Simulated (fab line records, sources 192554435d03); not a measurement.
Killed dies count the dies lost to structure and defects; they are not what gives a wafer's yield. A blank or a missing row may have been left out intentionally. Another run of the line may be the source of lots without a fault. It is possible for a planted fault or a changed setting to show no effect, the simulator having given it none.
Chamber matching | flow n5 finfet | rie diel-03 running N5_GATE_CUT_STRIP_59: 4 sister chambers
The step strips in N2/H2, time 20 s. 4 wafers are shown with their chamber, then 7 later ones without.

## WAFERS PAIRED WITH THEIR CHAMBERS
wafer  | chamber | showerhead plenum p Torr (Torr)
L600.6 | 2       | 3.45
L608.3 | 1       | 3.25
L617.2 | 0       | 3.47
L617.4 | 3       | 3.36

## WAFERS WITHOUT THEIR CHAMBER
wafer  | showerhead plenum p Torr (Torr)
L617.5 | 3.44
L618.3 | 3.36
L618.5 | 3.47
L618.6 | 3.36
L619.1 | 3.43
L619.4 | 3.24
L619.5 | 3.47

## WHICH CHAMBER EACH WENT THROUGH
wafer  | from the rows above | in truth
L617.5 | 2                   | 2
L618.3 | 3                   | 3
L618.5 | 0                   | 0
L618.6 | 3                   | 3
L619.1 | 2                   | 2
L619.4 | 1                   | 1
L619.5 | 0                   | 0
Placed correctly: 7 of 7. From these rows, 0 cannot be placed. Number placed wrongly: 0.
How it was worked out, from the rows above alone: a wafer's distance from a chamber is the root of the sum, over the readings, of the square of ((its reading less the chamber's mean) divided by the reading's scatter). If the next closest chamber is less than 2 further off than the closest, the wafer can't be placed; otherwise it belongs to the closest. Each chamber's mean is taken over the wafers shown for it. The scatter: with one shown wafer a chamber, the root of the mean of the squares of how far each hidden wafer lies from its nearest shown one.
